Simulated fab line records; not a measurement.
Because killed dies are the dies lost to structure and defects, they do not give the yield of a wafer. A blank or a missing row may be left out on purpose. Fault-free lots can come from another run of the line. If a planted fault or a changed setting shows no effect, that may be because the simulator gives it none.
fab line records	flow nand-harc
record: lots: 6	wafers: 18	last-day: 23
route steps=1159 shown A_STAIRCASE@693 END@1159
lots that met no fault: taken from a fault-free run of the same line
start-h: hours from the record's first day to the start of the lot's first wafer shown	wait-h: how many hours have passed since the lot's step before this one	" as in the row above	L1.1+2: several wafers, shown together as one row	- value missing, or start not given	* or withheld: withheld	< > ~ a bound
route shown NAME@n: names a module that has steps shown in the file, with the first one's number in the route	usual: mean/standard deviation taken from wafers without a fault	same: alike in all rows	chamber/n: place in a boat	sites: per-site readings	_std_site: how widely they spread, as a standard deviation	_edge_site: the outer-site mean with the inner-site mean subtracted	radius-mm: how far each site lies from the wafer's centre	mask NAME#n: copy n	behind: tool/chamber where the wafer was last shaped	hold: reason for holding the lot/hours on hold/outcome of the hold	device: whichever transistor did not switch (one of n, p or np)	end of line: at the end of the route, the tests of the same wafers	a step with no rows: only its recipe	killed: not the wafer's yield, but the dies lost to structure and defects at the first sort	map: shows each die of a wafer: x if killed, . if not, _ if none is there
set.NAME: the setting as run; set.NAME@STEP: as run at that earlier step	model.NAME: the simulator's own value behind a step, which no gauge read
certain route steps with their lots: each step a table, each wafer a row
services: a tool's chamber out of use, with start hour (start-h, from the record's first day; less than 0 if before it), hours out, and reason
== steps ==
step: NHARC_A_STAIRCASE_STRIP_316
recipe: o2-flow-sccm: 500	ar-flow-sccm: 0	bias-w: 0	chemistry: O2
step: NHARC_A_STAIRCASE_STRIP_317
recipe: time-s: 900	temp-c: 130	chemistry: SPM
step: NHARC_A_STAIRCASE_PRECLEAN_318
recipe: time-s: *	temp-c: 50	bath-age-min: 0	chemistry: SC1
step: NHARC_A_STAIRCASE_SRD_329
step: NHARC_A_STAIRCASE_ALD_415
recipe: target-thk-a: 300	pulse-time-s: 6	ald-cycles: 300	temp-c: 300	material: SiO2
usual: heater-power-w: 475/42	precursor-pulse-height-rel: 1.001/0.021	susceptor-temp-C: 300.02/0.19
lot.wafer	tool	chamber	start-h	wait-h	heater-power-w	precursor-pulse-height-rel	susceptor-temp-C
L576.4	ald-hk-02	2	305.66	2.8	436	0.989	-
L576.1	"	0	"	"	463	0.994	-
L576.6	"	1	"	"	457	1.014	-
L579.3	ald-hk-03	1	317.74	0.3	444	0.983	299.90
L579.2	"	2	"	"	544	1.019	299.92
L579.6	"	0	"	"	451	1.021	299.85
L578.3	ald-hk-04	2	317.89	0.1	493	0.988	300.08
L578.1	"	3	"	"	483	0.980	300.11
L578.4	"	0	"	"	455	1.017	300.34
L583.3	ald-hk-02	0	343.16	0.1	465	1.012	299.96
L583.2	"	1	"	"	466	1.003	300.37
L583.6	"	0	"	"	477	0.996	299.79
L585.4	ald-hk-02	2	357.76	0.3	437	1.006	300.06
L585.2	"	0	"	"	467	1.025	299.71
L585.6	"	2	"	"	438	0.975	300.05
L588.4	ald-hk-02	2	368.85	0.1	416	1.013	300.23
L588.2	"	3	"	"	470	1.011	299.99
L588.3	"	1	"	"	479	0.978	300.02
step: NHARC_A_STAIRCASE_ETCHBACK_416
recipe: target-depth-a: 360	time-s: 7.2	c4f8-flow-sccm: withheld	o2-flow-sccm: 8	ar-flow-sccm: withheld	rf-w: 600	bias-w: 800	chemistry: C4F8/O2/Ar
usual: oes-product-au: 0.94/0.035	rf-fwd-power-W: 585.8/2.1	rf-vpp-V: 723/4.8
lot.wafer	tool	chamber	start-h	wait-h	oes-product-au	rf-fwd-power-W	rf-hours-counter-h	rf-vpp-V
L576.1	rie-diel-04	0	-	-	0.94	586.3	2	720
L576.4	"	2	"	"	0.91	585.3	3	721
L576.6	"	0	"	"	0.92	585.5	-	719
L579.3	rie-diel-06	1	-	-	0.98	582.6	26	723
L579.2	"	3	"	"	0.99	586.5	24	728
L579.6	"	1	"	"	0.99	585.1	-	721
L578.4	rie-diel-04	1	-	-	0.94	585.9	8	730
L578.1	"	2	"	"	0.92	584.1	9	722
L578.3	"	3	"	"	0.93	583.0	8	718
L583.2	rie-diel-06	2	-	-	0.97	586.8	35	720
L583.3	"	3	"	"	0.97	589.7	35	728
L583.6	"	1	"	"	0.98	584.3	-	723
L585.2	rie-diel-05	1	-	-	1.00	587.8	1	723
L585.4	"	3	"	"	1.01	584.3	2	729
L585.6	"	1	"	"	1.01	587.5	-	720
L588.4	rie-diel-04	1	-	-	0.93	584.8	28	729
L588.2	"	2	"	"	0.91	585.9	27	721
L588.3	"	3	"	"	0.93	585.4	26	719
step: NHARC_A_STAIRCASE_STRIP_476
recipe: time-s: 20	o2-flow-sccm: 500	ar-flow-sccm: 0	bias-w: 0	chemistry: O2
step: NHARC_A_STAIRCASE_DEP_417
recipe: target-thk-a: 600	step-coverage-pct: 20	temp-c: 400	target-thk-nm: 60	flow-sccm: 200	rf-w: 450	material: Si3N4
step: NHARC_A_STAIRCASE_WET_418
recipe: temp-c: 160	target-depth-a: 200	chemistry: H3PO4
step: NHARC_A_STAIRCASE_PRECLEAN_419
recipe: time-s: *	temp-c: 50	bath-age-min: 0	chemistry: SC1
step: NHARC_A_STAIRCASE_SRD_421
step: NHARC_A_STAIRCASE_ALD_420
recipe: target-thk-a: 200	pulse-time-s: 6	ald-cycles: 200	temp-c: 300	material: SiO2
usual: heater-power-w: 477/37	precursor-pulse-height-rel: 0.997/0.021	susceptor-temp-C: 299.99/0.19
lot.wafer	tool	chamber	start-h	wait-h	heater-power-w	precursor-pulse-height-rel	susceptor-temp-C
L576.4	ald-hk-02	2	311.76	-	423	1.000	300.09
L576.1	"	3	"	"	461	0.954	300.09
L576.6	"	1	"	"	469	1.000	299.90
L578.3	ald-hk-02	3	323.54	-	471	1.002	300.03
L578.1	"	0	"	"	481	0.971	300.15
L578.4	"	1	"	"	474	1.010	300.20
L579.3	ald-hk-04	2	323.71	-	487	0.967	300.09
L579.2	"	0	"	"	455	0.993	299.89
L579.6	"	1	"	"	546	1.024	300.05
L583.3	ald-hk-02	2	349.99	-	441	0.999	299.84
L583.2	"	0	"	"	465	0.964	300.33
L583.6	"	1	"	"	458	1.033	300.16
L585.4	ald-hk-04	0	363.28	-	452	0.979	300.06
L585.2	"	2	"	"	485	1.006	299.86
L585.6	"	1	"	"	523	0.991	299.84
L588.2	ald-hk-04	3	374.56	-	488	1.036	299.78
L588.4	"	0	"	"	418	1.007	300.35
L588.3	"	1	"	"	511	1.001	300.32
step: NHARC_A_STAIRCASE_CVD_552
recipe: target-thk-a: 400	temp-c: 700	pressure-mtorr: 300	material: SiNx
step: NHARC_A_STAIRCASE_DEP_151
recipe: target-thk-a: 38000	temp-c: 400	target-thk-nm: 3800	teos-flow-sccm: 200	rf-w: 500	material: SiO2
usual: heater-power-w: 647/85	rf-fwd-power-W: 499.7/1.4	susceptor-temp-C: 399.99/0.21
lot.wafer	tool	chamber	start-h	wait-h	heater-power-w	rf-fwd-power-W	susceptor-temp-C
L576.1	pecvd-02	0	319.66	0.4	536	499.4	400.08
L576.6	"	1	"	"	512	499.6	399.47
L576.4	"	2	"	"	691	500.0	399.79
L578.3	pecvd-01	0	331.91	0.4	722	501.4	399.82
L578.1	"	1	"	"	722	501.4	400.20
L578.4	"	0	"	"	588	501.2	399.76
L579.2	pecvd-03	1	331.92	0.4	711	499.7	400.02
L579.3	"	2	"	"	721	500.8	400.19
L579.6	"	1	"	"	579	499.3	400.28
L583.2	pecvd-02	0	357.57	0.5	586	498.3	399.92
L583.3	"	1	"	"	604	499.9	399.92
L583.6	"	2	"	"	640	498.0	400.23
L585.2	pecvd-03	1	371.67	0.5	679	503.4	399.63
L585.4	"	1	"	"	564	502.8	400.10
L585.6	"	2	"	"	618	498.5	400.20
L588.3	pecvd-01	1	382.59	0.4	722	500.5	399.73
L588.2	"	0	"	"	700	499.8	399.79
L588.4	"	0	"	"	583	497.0	399.98
step: NHARC_A_STAIRCASE_ANNEAL_320
recipe: temp-c: 750	time-s: 1800
step: NHARC_A_STAIRCASE_DEP_322
recipe: target-thk-a: 38000	temp-c: 400	target-thk-nm: 3800	teos-flow-sccm: 200	rf-w: 500	material: SiO2
step: NHARC_A_STAIRCASE_ANNEAL_323
recipe: temp-c: 750	time-s: 1800
step: NHARC_A_STAIRCASE_DEP_325
recipe: target-thk-a: 38000	temp-c: 400	target-thk-nm: 3800	teos-flow-sccm: 200	rf-w: 500	material: SiO2
step: NHARC_A_STAIRCASE_ANNEAL_326
recipe: temp-c: 750	time-s: 1800
step: NHARC_A_STAIRCASE_DEHYDRATE_433
recipe: temp-c: 150	time-s: 120
step: NHARC_A_STAIRCASE_HMDS_434
recipe: time-s: 30
step: NHARC_A_STAIRCASE_COAT_435
recipe: spin-rpm: 1200
step: NHARC_A_STAIRCASE_SOFTBAKE_436
recipe: temp-c: 135	time-s: 170
step: NHARC_A_STAIRCASE_EBR_437
step: NHARC_A_STAIRCASE_EXPOSE_438
recipe: na: 0.5	dose-mj: 28.97	mask-id: STAIR_REV
step: NHARC_A_STAIRCASE_PEB_439
recipe: peb-temp-c: 115	peb-time-s: 130
step: NHARC_A_STAIRCASE_DEVELOP_440
recipe: time-s: 140
step: NHARC_A_STAIRCASE_HARDBAKE_442
recipe: temp-c: 120	time-s: 140
step: NHARC_A_STAIRCASE_DESCUM_443
recipe: time-s: 3	o2-flow-sccm: 200	ar-flow-sccm: 0	bias-power-w: 0	chemistry: O2
step: NHARC_A_STAIRCASE_ETCH_444
recipe: target-depth-a: 1.02e+05	time-s: 3400	c4f8-flow-sccm: 20	o2-flow-sccm: 10	ar-flow-sccm: withheld	rf-w: 600	bias-w: 1000	chemistry: C4F8/O2
usual: oes-product-au: 0.932/0.022	rf-fwd-power-W: 599.8/2	rf-vpp-V: 806/5.6
lot.wafer	tool	chamber	start-h	wait-h	oes-product-au	rf-fwd-power-W	rf-hours-counter-h	rf-vpp-V
L576.1	rie-diel-05	2	344.87	0.7	0.931	604.9	62	812
L576.4	"	3	"	"	0.922	601.0	-	815
L576.6	"	2	"	"	0.930	603.8	-	810
L578.4	rie-diel-05	3	357.79	0.1	0.996	599.7	0	815
L578.1	"	1	"	"	0.961	599.1	0	804
L578.3	"	2	"	"	0.989	601.1	0	813
L579.3	rie-diel-04	1	357.99	0.4	0.930	601.7	24	815
L579.2	"	2	"	"	0.905	598.9	24	805
L579.6	"	1	"	"	0.931	598.6	-	815
L583.2	rie-diel-06	1	379.77	1.9	0.915	602.7	49	807
L583.3	"	3	"	"	0.904	602.0	49	812
L583.6	"	0	"	"	0.928	599.4	-	798
L585.2	rie-diel-04	0	395.44	0.4	0.937	598.1	35	804
L585.4	"	1	"	"	0.932	601.2	37	814
L585.6	"	0	"	"	0.934	596.8	-	803
L588.3	rie-diel-06	2	408.17	0.4	0.912	601.0	61	801
L588.2	"	3	"	"	0.915	600.6	60	812
L588.4	"	0	"	"	0.946	598.3	-	799
step: NHARC_A_STAIRCASE_STRIP_446
recipe: power-w: 1500	temp-c: 250	chemistry: O2
step: NHARC_A_STAIRCASE_STRIP_447
recipe: time-s: 900	temp-c: 130	chemistry: SPM
step: NHARC_A_STAIRCASE_PRECLEAN_448
recipe: time-s: *	temp-c: 50	bath-age-min: 0	chemistry: SC1
step: NHARC_A_STAIRCASE_SRD_449
step: NHARC_A_STAIRCASE_CMP_450
recipe: target-thk-nm: 200	material: SiO2
usual: motor-current-A: 12.3/1.2	retaining-ring-pressure-frac: 1.000/0.0048	slurry-filter-dp-kPa: 13.50/0.13
lot.wafer	tool	chamber	start-h	wait-h	motor-current-A	retaining-ring-pressure-frac	slurry-filter-dp-kPa
L576.1	cmp-02	1	347.79	-	11.2	0.997	13.57
L576.4	"	2	"	"	12.5	1.004	13.34
L576.6	"	0	"	"	11.8	1.001	13.54
L579.3	cmp-02	3	360.81	-	13.1	0.996	13.28
L579.2	"	1	"	"	10.8	1.001	13.38
L579.6	"	2	"	"	13.2	1.000	13.40
L578.4	cmp-01	1	360.85	-	13.2	1.005	13.19
L578.3	"	2	"	"	10.8	0.997	13.49
L578.1	"	0	"	"	12.1	1.006	13.65
L583.2	cmp-03	1	382.68	-	10.9	1.000	13.78
L583.3	"	2	"	"	14.4	1.007	13.56
L583.6	"	0	"	"	12.7	1.002	13.50
L585.2	cmp-03	1	398.28	-	10.9	0.998	13.50
L585.4	"	2	"	"	14.6	0.999	13.28
L585.6	"	0	"	"	13.2	0.998	13.57
L588.3	cmp-03	1	411.41	-	10.8	0.994	13.39
L588.2	"	3	"	"	11.1	1.002	13.51
L588.4	"	0	"	"	13.3	0.995	13.59
step: NHARC_A_STAIRCASE_CMP_152
step: NHARC_END_SORT_01
recipe: temp-c: 25
usual: killed-at-array: 24/8.4	killed-at-other: 0.7/1.1	killed-at-periphery: 2.9/1.7	killed-dies: 27/8.6	killed-open: 3.3/1.8	killed-short: 1.8/1.4
same: gross-dies: 677
lot.wafer	tool	chamber	start-h	wait-h	killed-at-array	killed-at-other	killed-at-periphery	killed-dies	killed-open	killed-short
L583.2	prober-01	0	516.40	2.7	35	3	5	43	5	7
L583.3	prober-01	0	517.20	3.1	13	3	6	22	3	2
L583.6	prober-01	0	519.62	4.0	25	2	4	31	1	0
L585.2	prober-02	0	539.14	2.8	28	0	5	33	6	3
L585.6	prober-02	0	542.35	4.0	56	0	3	59	4	1
L588.3	prober-01	0	551.01	3.1	54	0	1	55	4	0
killed by level:class
L583.2 A_CHANNEL_HOLE_D1:chamber-film-flake=17 A_CONTACT:chamber-film-flake=7 A_ONON_D1:geometric-particle:short=3 P_GATE:chamber-film-flake=3 THIN_TSV:chamber-film-flake=2 A_STAIRCASE:chamber-film-flake=2 P_M1:geometric-particle:short=1 P_M2:geometric-particle:open=1
L583.3 A_CHANNEL_HOLE_D1:chamber-film-flake=8 P_GATE:chamber-film-flake=3 THIN_TSV:chamber-film-flake=2 P_M0:geometric-particle:open=1 A_CONTACT:geometric-particle:open=1 A_M0:geometric-particle:open=1 A_M0:geometric-particle:short=1 STARTING-WAFER:geometric-particle:short=1
L583.6 A_CHANNEL_HOLE_D1:chamber-film-flake=17 A_CONTACT:chamber-film-flake=5 P_GATE:chamber-film-flake=2 P_M1:chamber-film-flake=2 A_STAIRCASE:chamber-film-flake=2 THIN_TSV:chamber-film-flake=2 A_ONON_D1:geometric-particle:open=1
L585.2 A_SLIT:chamber-film-flake=7 A_CHANNEL_HOLE_D1:chamber-film-flake=6 A_STAIRCASE:chamber-film-flake=4 P_ZERO_WELL:chamber-film-flake=3 A_ONON_D1:geometric-particle:open=2 A_WL_FILL:geometric-particle:short=2 A_CONTACT:geometric-particle:open=2 P_CONTACT:geometric-particle:open=1
L585.6 A_STAIRCASE:unspecified=35 A_SLIT:chamber-film-flake=7 A_CHANNEL_HOLE_D1:chamber-film-flake=4 A_STAIRCASE:chamber-film-flake=4 A_CONTACT:chamber-film-flake=2 P_M0:geometric-particle:open=1 P_M1:geometric-particle:open=1 A_ONON_D1:geometric-particle:open=1
L588.3 A_STAIRCASE:unspecified=36 A_SLIT:chamber-film-flake=8 A_CONTACT:chamber-film-flake=3 A_M0:chamber-film-flake=2 P_GATE:geometric-particle:open=1 A_ONON_D1:geometric-particle:open=1 A_CHANNEL_FILL_D1:geometric-particle:open=1 A_CONTACT:geometric-particle:open=1
map L585.6 (x killed, . not)
____________.____________
_________......._________
_______.........xx_______
______........xxxxx______
_____x...........x.x_____
____xx...............____
____.............x.x.____
___xx.................___
___x..................___
__xxx..................__
__xxxx.................__
_xxxx..................._
_xxxxx.................._
_xxxxxx................x_
_xxxxx.................._
_xx....................._
xxx......................
xx.......................
x........................
.x.......................
......................x..
_......................._
_......................._
_......................._
_......................._
_......................._
__............x........__
__.......x.............__
___...................___
___................x..___
____.................____
____.................____
_____..............._____
______.............______
_______..........._______
_________.....x._________
____________.____________
map L588.3 (x killed, . not)
____________.____________
_________......x_________
_______........x.x_______
______.........x.xx______
_____...........x.x._____
____.............xx..____
____.................____
___xx.................___
___xx.................___
__xxx..................__
__xxx.....x............__
_xxxxx.................._
_xxxx........x.........._
_xxx.x.................._
_xxxx..................._
_xx.............x......._
.xxx.....................
.xx.x............x.......
..x......................
.........................
.........................
_......................._
_......................._
_......................._
_......................._
_..x.................x.._
__x.....x..............__
__.....................__
___...................___
___...................___
____.................____
____.................____
_____....x.........._____
______.............______
_______..........._______
_________......._________
____________.____________
== services ==
tool	chamber	start-h	hours	kind
rie-diel-05	3	286.36	12.1	repair
rie-diel-04	-	288.99	9.0	pm
rie-diel-04	0	288.99	9.0	vent-cycle
rie-diel-04	1	288.99	9.0	vent-cycle
ald-hk-02	0	290.15	-	clean
ald-hk-02	1	290.15	-	clean
ald-hk-02	2	290.15	-	clean
ald-hk-02	3	290.15	-	clean
pecvd-03	-	292.00	13.0	pm
cmp-01	-	298.78	5.0	repair
cmp-02	-	314.15	4.1	repair
pecvd-01	-	319.09	1.2	repair
pecvd-02	-	334.00	13.0	pm
rie-diel-05	-	348.55	9.0	pm
cmp-03	-	352.17	4.0	pm
cmp-02	-	369.01	4.0	pm
cmp-01	-	376.13	4.0	pm
cmp-03	-	385.61	0.4	repair
pecvd-01	-	392.67	6.3	repair
cmp-01	-	393.03	0.5	repair
rie-diel-06	1	401.58	7.4	repair
pecvd-02	2	403.67	6.9	repair
rie-diel-04	1	406.37	17.4	repair
cmp-01	-	406.53	0.5	repair
== key ==
first-sign: step: NHARC_END_SORT_01	reading: killed-at-array	direction: up	sigmas: 3.7	usual: 24	struck: 55
effect: step: NHARC_END_SORT_01	reading: killed-dies	direction: up	sigmas: 3.5	usual: 27	struck: 57
more-kills-born-at: NHARC_A_STAIRCASE_ALD_420@ald-hk-04: 71
met-at NHARC_A_STAIRCASE_ALD_420
struck-wafers L585.6,L588.3
tester-left-out L585,L588
onset-between 323.71 363.28
fault: kind: chamber-particle-source	tool: ald-hk-04	chamber: 1	onset-h: 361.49	steps: NHARC_A_STAIRCASE_ALD_420	rate-per-visit-cm2: 0.46731	end-h: 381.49
tester-left-out: of these lots the tester's yield and bins aren't shown, on N5 and GAA mostly nor the transistor test; their killed dies are dies lost to structure and defects alone, not to doping, threshold or leakage, so they don't give the yield
